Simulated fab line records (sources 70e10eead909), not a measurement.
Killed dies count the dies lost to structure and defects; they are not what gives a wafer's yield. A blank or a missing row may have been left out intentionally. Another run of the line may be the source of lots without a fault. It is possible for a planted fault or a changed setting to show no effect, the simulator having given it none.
Matching of chambers    flow nand-harc    rie-diel-12 running NHARC_A_ZERO_WELL_ETCH_19: 4 sister chambers
The step etches the open film in N2/H2, target depth 80 nm, overetch 24 nm, time 87.88 s. 20 wafers are shown with their chamber, then 10 later ones without.

WAFERS, EACH WITH ITS CHAMBER
wafer   chamber  rf-vpp-V (V)  oes-product-au (a.u.)  throttle-valve-pct (%)
L440.2  3        431.7         0.985                  14.189
L440.3  0        427.3         0.993                  14.173
L440.4  1        430.8         1.016                  14.185
L443.1  2        432.1         1.003                  14.159
L443.2  3        434.5         0.990                  14.166
L443.3  1        430.2         1.019                  14.160
L444.1  2        432.5         0.996                  14.185
L444.4  1        430.8         1.015                  14.154
L444.6  2        432.2         0.989                  14.171
L447.2  2        432.2         0.995                  14.178
L447.3  0        428.0         1.022                  14.165
L447.6  1        432.7         1.031                  14.165
L449.1  1        430.9         1.035                  14.169
L449.2  3        433.2         0.982                  14.174
L449.4  2        431.1         0.995                  14.157
L456.2  0        428.3         0.989                  14.165
L456.5  0        426.7         0.988                  14.161
L456.6  1        432.1         1.002                  14.174
L458.3  1        432.0         1.010                  14.171
L458.4  0        427.5         0.994                  14.176

SIGNATURES (means of the wafers above)
reading             chamber 0  chamber 1  chamber 2  chamber 3  scatter within a chamber
rf-vpp-V            427.560    431.357    432.020    433.133    0.85
oes-product-au      0.99720    1.01829    0.99560    0.98567    0.0104
throttle-valve-pct  14.16800   14.16829   14.17000   14.17633   0.01
Rule: for a wafer and a chamber, the distance is found by dividing, reading by reading, the gap between the wafer's reading and the chamber's mean by the reading's scatter, squaring, summing and taking the root. The wafer belongs to the nearest chamber; if the next one is less than 2 further off, it can't be placed. The scatter: take each reading less its chamber's mean, square it, sum over the shown wafers, divide by the number of wafers less the number of chambers, and take the root.

WAFERS MISSING THEIR CHAMBER
wafer   rf-vpp-V (V)  oes-product-au (a.u.)  throttle-valve-pct (%)
L458.5  432.1         1.011                  14.160
L459.1  432.1         0.987                  14.163
L459.5  426.6         1.001                  14.159
L459.6  431.2         1.010                  14.169
L461.3  430.2         0.993                  14.157
L461.4  431.9         1.004                  14.182
L461.6  430.9         1.013                  14.166
L462.1  424.0         1.007                  14.178
L462.4  431.0         0.992                  14.157
L462.5  431.7         0.996                  14.171

WHICH CHAMBER EACH ONE RAN IN
wafer   from the rows above                in truth
L458.5  can't be placed: 1 or 2 or 3       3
L459.1  can't be placed: 2 or 3            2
L459.5  0                                  0
L459.6  can't be placed: 1 or 2            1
L461.3  can't be placed: 2 or 1 or 0 or 3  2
L461.4  can't be placed: 2 or 1 or 3       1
L461.6  can't be placed: 1 or 2            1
L462.1  0                                  0
L462.4  can't be placed: 2 or 1 or 3       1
L462.5  can't be placed: 2 or 3 or 1       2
Placed correctly: 2 of 10. Cannot be placed on the basis of these rows: 8; the candidates contain the true chamber in 8. Wrongly placed: 0.
